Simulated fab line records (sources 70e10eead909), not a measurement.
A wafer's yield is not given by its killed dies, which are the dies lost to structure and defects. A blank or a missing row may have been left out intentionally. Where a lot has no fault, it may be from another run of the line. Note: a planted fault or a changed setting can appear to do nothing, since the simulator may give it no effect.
Which of the tools did it?	flow nandHarc	35 wafers from 12 lots sampled at 5 of the route's 1302 steps

WHAT EACH GAUGE READ, for each wafer
NHARC_END_SORT_01. Usual: defectLimitedYield 91.0 %, standard deviation 2.8; killedAtArray 56, standard deviation 18; killedAtOther 1.4, standard deviation 1.5; killedAtPeriphery 4, standard deviation 3.1; killedDies 61, standard deviation 19; killedOpen 3.5, standard deviation 1.8; killedShort 2.4, standard deviation 1.4.
lot	measured	on	defectLimitedYield (%)	killedAtArray	killedAtOther	killedAtPeriphery	killedDies	killedOpen	killedShort	flag
L234	day 26 08:28	prober-01	92.3 93.4 91.1	50 43 58	0 1 1	2 1 1	52 45 60	1 0 4	3 0 1	
L242	day 29 14:42	prober-02	92.3	46	0	6	52	3	0	
L241	day 30 05:02	prober-01	86.0 89.7 86.1	82 63 82	1 0 0	12 7 12	95 70 94	4 2 6	3 1 4	

TOOL THAT RAN EACH LOT (tool first, then ch and the chambers of the sampled wafers, then the start)
lot	NHARC_A_BLC_ETCH_18	NHARC_A_BLC_CMP_25	NHARC_A_M0_ETCH_34	NHARC_A_M0_DEGAS_28
L232	rieDiel-13 ch 2,3, day 22 17:34 or earlier	cmp-02 ch 0,2,3, day 22 17:34	rieDiel-04 ch 0,2,3, day 22 19:08	pvdSputter-01, day 22 19:59
L233	rieDiel-12 ch 1,3, day 23 23:59 or earlier	cmp-04 ch 0,1,3, day 23 23:59	rieDiel-04 ch 2,3, day 24 01:34	pvdSputter-03, day 24 02:25
L234	rieDiel-06 ch 2,3, day 24 09:02 or earlier	cmp-02 ch 0,1, day 24 09:02	rieDiel-09 ch 1,2,3, day 24 10:39	pvdSputter-03, day 24 11:32
L242	rieDiel-12 ch 0,3, day 27 16:09 or earlier	cmp-03 ch 1,3, day 27 16:09	rieDiel-04 ch 1,3, day 27 17:46	pvdSputter-03, day 27 18:39
L241	rieDiel-12 ch 1,3, day 28 10:22 or earlier	cmp-02 ch 0,1,3, day 28 10:22	rieDiel-04 ch 0,1,2, day 28 11:57	pvdSputter-01, day 28 12:50
L247	rieDiel-06 ch 2,3, day 29 08:20 or earlier	cmp-03 ch 0,1,3, day 29 08:20	rieDiel-02 ch 0,1,2, day 29 10:24	pvdSputter-03, day 29 11:18
L246	rieDiel-12 ch 1,2,3, day 30 01:44 or earlier	cmp-03 ch 0,1,2, day 30 01:44	rieDiel-02 ch 1,3, day 30 03:25	pvdSputter-02, day 30 04:15
L249	rieDiel-06 ch 2,3, day 30 05:35 or earlier	cmp-03 ch 1,3, day 30 05:35	rieDiel-02 ch 0,2,3, day 30 07:08	pvdSputter-02, day 30 07:58
L250	rieDiel-12 ch 0,1,3, day 31 01:42 or earlier	cmp-04 ch 0,1,3, day 31 01:42	rieDiel-02 ch 1,2,3, day 31 03:14	pvdSputter-02, day 31 04:04
L251	rieDiel-12 ch 0,2,3, day 31 04:31 or earlier	cmp-04 ch 0,1,2, day 31 04:31	rieDiel-09 ch 1,2,3, day 31 06:04	pvdSputter-03, day 31 06:55
L252	rieDiel-06 ch 1,3, day 31 13:04 or earlier	cmp-04 ch 1,2,3, day 31 13:04	rieDiel-02 ch 1,2,3, day 31 14:40	pvdSputter-03, day 31 15:29
L254	rieDiel-13 ch 0,1,3, day 32 14:27 or earlier	cmp-02 ch 1,2, day 32 14:27	rieDiel-04 ch 1,3, day 32 16:02	pvdSputter-02, day 32 16:52
- NHARC_A_BLC_ETCH_18: etches the open film in C4F8/O2/Ar, target depth 910 nm.
- NHARC_A_BLC_CMP_25: polishes, t overpolish 30 s, target thk 150 nm.
- NHARC_A_M0_ETCH_34: etches the open film in N2/H2, target depth 40 nm, overetch 12 nm, time 43.94 s.
- NHARC_A_M0_DEGAS_28: time 60 s.

WHAT THE TOOLS THEMSELVES READ (means of the sampled wafers that have a number; where no wafer has one, the mark that the record gives instead)
NHARC_A_BLC_ETCH_18. Usual: oesProductAu 0.957 a.u., standard deviation 0.023; rfVppV 977 V, standard deviation 5.8.
lot	tool	oesProductAu (a.u.)	rfVppV (V)	flag
L232	rieDiel-13	0.926	979	
L233	rieDiel-12	0.928	970	
L234	rieDiel-06	0.957	983	
L242	rieDiel-12	0.969	976	
L241	rieDiel-12	0.926	974	
L247	rieDiel-06	0.973	984	
L246	rieDiel-12	0.968	975	
L249	rieDiel-06	0.985	981	
L250	rieDiel-12	0.924	976	
L251	rieDiel-12	0.981	978	
L252	rieDiel-06	0.979	971	
L254	rieDiel-13	0.925	976	

NHARC_A_BLC_CMP_25. Usual: motorCurrentA 12.4 A, standard deviation 1.4; overpolishRunS 30.000 s, standard deviation 0.0091; timeToEndpointS 30.1 s, standard deviation 2.2.
lot	tool	motorCurrentA (A)	overpolishRunS (s)	timeToEndpointS (s)	flag
L232	cmp-02	13.2	30.000	30.1	
L233	cmp-04	11.3	29.998	28.9	
L234	cmp-02	13.3	30.000	27.1	
L242	cmp-03	11.8	29.990	29.1	
L241	cmp-02	12.3	30.006	30.3	
L247	cmp-03	13.1	29.999	30.3	
L246	cmp-03	12.8	29.991	28.0	
L249	cmp-03	12.4	29.992	33.9	
L250	cmp-04	11.3	29.991	29.2	
L251	cmp-04	12.5	29.997	28.0	
L252	cmp-04	11.5	30.001	30.7	
L254	cmp-02	13.8	30.005	31.9	

NHARC_A_M0_ETCH_34. Usual: drypumpMotorCurrentA 5.9 A, standard deviation 0.34; mfcArSccm 0.015 sccm, standard deviation 0.013; oesProductAu 1.000 a.u., standard deviation 0.011; rfVppV 430.9 V, standard deviation 2.4; runLengthS 65.4 s, standard deviation 0.41; showerheadPlenumPTorr 2.06 Torr, standard deviation 0.086; throttleValvePct 14.171 %, standard deviation 0.0094.
lot	tool	drypumpMotorCurrentA (A)	mfcArSccm (sccm)	oesProductAu (a.u.)	rfVppV (V)	runLengthS (s)	showerheadPlenumPTorr (Torr)	throttleValvePct (%)	flag
L232	rieDiel-04	5.6	0.005	0.990	429.7	65.6	2.01	14.163	
L233	rieDiel-04	5.6	0.000	0.996	430.6	65.4	2.01	14.164	
L234	rieDiel-09	6.2	0.009	0.999	429.7	65.2	2.04	14.169	
L242	rieDiel-04	5.7	0.016	1.000	432.8	59.4	2.12	14.171	OFF
L241	rieDiel-04	5.8	0.016	1.007	430.9	61.4	2.06	14.172	OFF
L247	rieDiel-02	6.0	0.024	0.997	428.9	65.3	2.01	14.175	
L246	rieDiel-02	6.2	0.009	1.005	432.1	65.1	2.11	14.177	
L249	rieDiel-02	6.2	0.015	0.993	430.3	65.1	2.07	14.168	
L250	rieDiel-02	6.1	0.018	1.003	431.3	65.1	2.04	14.165	
L251	rieDiel-09	6.2	0.009	1.009	430.7	65.3	2.04	14.165	
L252	rieDiel-02	6.1	0.018	1.013	430.9	65.0	2.04	14.173	
L254	rieDiel-04	5.8	0.021	0.993	433.9	65.7	2.14	14.171	

NHARC_A_M0_DEGAS_28. Usual: 333 W for heaterPowerW, sd 43.
lot	tool	heaterPowerW (W)	flag
L232	pvdSputter-01	357	
L233	pvdSputter-03	349	
L234	pvdSputter-03	348	
L242	pvdSputter-03	360	
L241	pvdSputter-01	329	
L247	pvdSputter-03	349	
L246	pvdSputter-02	317	
L249	pvdSputter-02	342	
L250	pvdSputter-02	325	
L251	pvdSputter-03	367	
L252	pvdSputter-03	369	
L254	pvdSputter-02	325	

THE ANSWER, worked out from the rows above alone
Rule: a lot counts as off when the mean over its wafers that have a number is more than 3 standard deviations away from the usual mean. Also off: a lot with no number at a reading for which 4 or more lots have one. The other lots that the step has rows for count as sound. The gauges are gone through in route order, then the tools' own readings, and for those a lot's mean is taken as printed above. The first step at which some lot is off is used, and at that step the reading that is off furthest; a lot without a number counts as furthest.
Off, at NHARC_A_M0_ETCH_34 on runLengthS: L242, L241.
If a tool, at that step or one of the process steps before it, ran each lot that is off and ran no sound lot following the first of them, it fits. NHARC_A_BLC_ETCH_18 gives no start for some lots, so the hours and the order of its lots are those of NHARC_A_BLC_CMP_25. Not one of the candidates tried fits.

WHAT THE SIMULATOR HAD INSERTED
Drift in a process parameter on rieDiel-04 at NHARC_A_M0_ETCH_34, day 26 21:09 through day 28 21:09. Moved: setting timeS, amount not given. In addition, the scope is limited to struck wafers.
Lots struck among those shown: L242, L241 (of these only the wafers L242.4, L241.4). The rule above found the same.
